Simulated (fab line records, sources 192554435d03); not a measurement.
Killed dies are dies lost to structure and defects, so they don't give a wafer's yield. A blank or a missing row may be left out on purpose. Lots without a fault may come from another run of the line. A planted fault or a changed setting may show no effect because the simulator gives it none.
Split-lot experiment | flow n5_finfet | 7 lots, 21 wafers read, on a route of 1938 steps

THE SPLIT
At N5_MOL_CONTACT_COAG_COAT_104 (time 60 s, resist thk 12 nm), the setting spin_rpm was moved away from the recipe's 1500 rpm on 6 of the 21 wafers read, by -6.1% to +9.1%. The other wafers ran this setting at the recipe's value.

FROM THE SPLIT TO THE READING: what the file shows between them, 5 steps
- N5_MOL_CONTACT_COAG_EXPOSE_05: exposes mask CA, defocus 0 nm (also split here: dose_mj)
- N5_MOL_CONTACT_COAG_PEB_06: peb time 60 s
- N5_MOL_CONTACT_COAG_DEVELOP_07: develop time 30 s
- N5_MOL_CONTACT_COAG_DESCUM_13: chemistry O2, time 7 s
- N5_MOL_CONTACT_COAG_ETCH_59: etches underlayer in N2/H2, target depth 13 nm, time 10.4 s

THE READING
etch.depth_nm (the simulator's own value, which no gauge read), in nm, at N5_MOL_CONTACT_COAG_ETCH_105 (etches SiARC in CF4, target depth 15.6 nm, time 26 s). The file gives no usual value for it. The 15 wafers here that ran the recipe average 12.02 nm, standard deviation 0.035 nm.

wafer  | tool, chamber at the split | spin_rpm as run, rpm | against the recipe | etch.depth_nm, nm | against lot-mates on the recipe
L075.1 | litho_track-04, 0          | 1500                 | recipe             | 11.97             | -
L075.3 | litho_track-04, 0          | 1500                 | recipe             | 11.99             | -
L075.4 | litho_track-04, 0          | 1500                 | recipe             | 11.95             | -
L076.1 | litho_track-04, 0          | 1500                 | recipe             | 12.02             | -
L076.2 | litho_track-04, 0          | 1500                 | recipe             | 11.99             | -
L076.6 | litho_track-04, 0          | 1409                 | -6.1%              | 12.4              | +0.40
L077.2 | litho_track-01, 0          | 1500                 | recipe             | 12.03             | -
L077.5 | litho_track-01, 0          | 1500                 | recipe             | 12.03             | -
L077.6 | litho_track-01, 0          | 1500                 | recipe             | 12.04             | -
L080.4 | litho_track-01, 0          | 1500                 | recipe             | 12.05             | -
L080.5 | litho_track-01, 0          | 1500                 | recipe             | 12.04             | -
L080.6 | litho_track-01, 0          | 1423                 | -5.1%              | 12.39             | +0.35
L087.1 | litho_track-01, 0          | 1500                 | recipe             | 12.02             | -
L087.2 | litho_track-01, 0          | 1500                 | recipe             | 12.07             | -
L087.4 | litho_track-01, 0          | 1500                 | recipe             | 12.05             | -
L089.2 | litho_track-01, 0          | 1500                 | recipe             | 12.03             | -
L089.3 | litho_track-01, 0          | 1431                 | -4.6%              | 12.29             | +0.26
L089.5 | litho_track-01, 0          | 1431                 | -4.6%              | 12.31             | +0.28
L090.1 | litho_track-04, 0          | 1637                 | +9.1%              | 11.46             | -0.50
L090.2 | litho_track-04, 0          | 1500                 | recipe             | 11.96             | -
L090.4 | litho_track-04, 0          | 1637                 | +9.1%              | 11.44             | -0.52

THE FIT
A straight line over all 21 wafers: etch.depth_nm changes by -0.0631 nm for each +1% of spin_rpm; r = -0.99; the points scatter about the line by 0.033 nm.
The same after taking each lot's own level away (the mean of its wafers on the recipe; 21 wafers): -0.0586 nm for each +1%; r = -1.00; scatter 0.019 nm.
On that fit, the largest move of spin_rpm shifts the reading by 0.54 nm.
The lots' own levels span 11.960 to 12.047 nm, that is 2.5 times the standard deviation above.
So the lot-to-lot level changes the slope little: the two slopes agree.
Check: with one of the wafers moved furthest among these (+9.1%) left out of the fit, the line predicts -0.545 nm for it against its lot-mates. It came out at -0.5 nm against them.

OTHER SPLITS ON THESE WAFERS
These wafers also went through other splits before the reading. Each is held against what the fit with the lots' levels taken away leaves over:
other split on the same wafers        | wafers away from the commonest value | r with etch.depth_nm (lot level and that fit taken away)
N5_SD_EPI_N_DEVELOP_08 develop_time_s | 7                                    | +0.40
N5_SD_EPI_P_EPI_21 epi_growth_time_s  | 7                                    | -0.19
N5_HKMG_FIN_COAT_43 spin_rpm          | 6                                    | +0.14
N5_HKMG_FIN_DEVELOP_48 develop_time_s | 6                                    | -0.06
N5_MOL_CONTACT_COAG_EXPOSE_05 dose_mj | 5                                    | -0.32

THE WHOLE CHAIN: every reading that the file lists as answering this split, in the file's order
step                         | what it does                                         | reading                                                                                    | change (the file's fit)                | r (the file's)
N5_MOL_CONTACT_COAG_COAT_104 | time 60 s, resist thk 12 nm                          | SiARC_of_MOL_CONTACT_COAG_COAT_104.thk_nm (the simulator's own value, which no gauge read) | -0.0676 nm for each +1% of the setting | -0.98
N5_MOL_CONTACT_COAG_ETCH_105 | etches SiARC in CF4, target depth 15.6 nm, time 26 s | etch.depth_nm (the simulator's own value, which no gauge read)                             | -0.0602 nm for each +1% of the setting | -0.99

THE FILE'S OWN FIT
etch.depth_nm changes by -0.0602 nm for each +1% of spin_rpm, r = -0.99.
